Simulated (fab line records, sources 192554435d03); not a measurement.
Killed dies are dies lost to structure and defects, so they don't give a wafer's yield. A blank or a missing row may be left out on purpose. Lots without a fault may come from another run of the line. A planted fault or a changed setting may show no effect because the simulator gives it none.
One fault seen from 2 desks | flow n5_finfet | each desk has only its own numbers; what lay behind them comes last

THE TOOL OWNER'S DESK: pecvd-03
The tool's own readings at N5_BEOL_M4_ILD_DEP_00 (deposits SiOC from DEMS/O2, target thk 79 nm, time 15.3 s): means of the sampled wafers that have a number, for each lot that ran on this tool. A lot is out of limits, marked OUT, if its mean lies more than 4 standard deviations from the usual mean; the brackets give that distance.
Columns: A = heater_power_w at N5_BEOL_M4_ILD_DEP_00, usual 531 W; B = showerhead_plenum_p_Torr at N5_BEOL_M4_ILD_DEP_00, usual 5.687 Torr; C = throttle_valve_pct at N5_BEOL_M4_ILD_DEP_00, usual 11.9 %
lot  | first seen here | A   | B     | C
L889 | day 7 09:40     | 443 | 5.694 | 11.6
L892 | day 8 01:28     | 366 | 5.693 | 12.1
L897 | day 9 07:20     | 493 | 5.691 | 11.6
L902 | day 10 17:14    | 528 | 5.688 | 11.5
L903 | day 10 22:50    | 530 | 5.693 | 11.6
L906 | day 11 20:46    | 418 | 5.684 | 11.9
This desk's finding: nothing out of limits on any of the 6 lots.

THE METROLOGY DESK
What the gauges read, lot by lot, whatever tool the lot ran on: means of the sampled wafers that have a number. A lot is out of limits, marked OUT, if its mean lies more than 4 standard deviations from the usual mean; the brackets give that distance. Of its 11 readings 7 are shown: the one that was out of limits first, and those that lie furthest out on some lot.
Columns: A = M4_ILD_THK at N5_BEOL_M4_THK_MEAS_01, usual 79.4 nm; B = DIBL_N at N5_BEOL_M4_RC_MEAS_101, usual 35.9 mV/V; C = ION_N at N5_BEOL_M4_RC_MEAS_101, usual 671 uA/um; D = ION_P at N5_BEOL_M4_RC_MEAS_101, usual 460 uA/um; E = SS_N at N5_BEOL_M4_RC_MEAS_101, usual 71.4 mV/dec; F = VT_N at N5_BEOL_M4_RC_MEAS_101, usual 251 mV; G = VT_P at N5_BEOL_M4_RC_MEAS_101, usual -251 mV
lot  | first seen here | A              | B    | C   | D   | E    | F   | G
L889 | day 7 09:44     | 79.5           | 34.6 | 658 | 450 | 70.4 | 253 | -257
L890 | day 7 10:13     | 81.1           | 35.7 | 669 | 459 | 71.0 | 253 | -250
L891 | day 8 00:26     | 80.4           | 34.8 | 672 | 457 | 71.7 | 255 | -255
L892 | day 8 01:32     | 79.5           | 35.1 | 668 | 453 | 71.3 | 252 | -256
L893 | day 8 17:04     | 80.0           | 33.6 | 667 | 457 | 71.0 | 253 | -253
L895 | day 8 18:28     | 79.2           | 36.2 | 664 | 452 | 71.6 | 251 | -255
L894 | day 8 21:43     | 79.6           | 35.5 | 670 | 458 | 71.0 | 252 | -252
L896 | day 9 06:13     | 80.2           | 36.4 | 673 | 467 | 71.5 | 250 | -248
L897 | day 9 07:24     | 79.0           | 36.2 | 687 | 475 | 71.1 | 249 | -247
L902 | day 10 17:18    | 67.2 (-12) OUT | 35.1 | 662 | 461 | 71.3 | 253 | -251
L903 | day 10 22:54    | 56.2 (-23) OUT | -    | -   | -   | -    | -   | -
L906 | day 11 20:50    | 66.5 (-13) OUT | 36.7 | 661 | 458 | 72.4 | 253 | -254
L910 | day 12 14:47    | 78.8           | 35.8 | 678 | 464 | 71.8 | 246 | -249
L911 | day 12 21:57    | 79.0           | 38.2 | 687 | 470 | 71.7 | 247 | -247
L912 | day 12 22:29    | 79.3           | 35.1 | 675 | 459 | 71.5 | 251 | -251
This desk's finding: out of limits on L902, L903, L906; first on L902, day 10 17:18 (M4_ILD_THK at N5_BEOL_M4_THK_MEAS_01). In limits: L889, L890, L891, L892, L893, L895, L894, L896, L897, L910, L911, L912.

PUT TOGETHER
The metrology desk could have raised an alarm at day 10 17:18, on L902, L903, L906.
The tool owner's desk saw nothing out of limits.
The tool owner's desk has L902, L903, L906 on record, within its limits.
Of the lots named, all ran N5_BEOL_M4_ILD_DEP_00 on pecvd-03.

WHAT THE SIMULATOR HAD PUT IN
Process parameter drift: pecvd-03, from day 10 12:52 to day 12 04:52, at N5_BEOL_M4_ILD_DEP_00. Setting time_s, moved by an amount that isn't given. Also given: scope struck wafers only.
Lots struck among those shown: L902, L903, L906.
Hours from the fault's start to each desk's first reading out of limits: the metrology desk, 4.
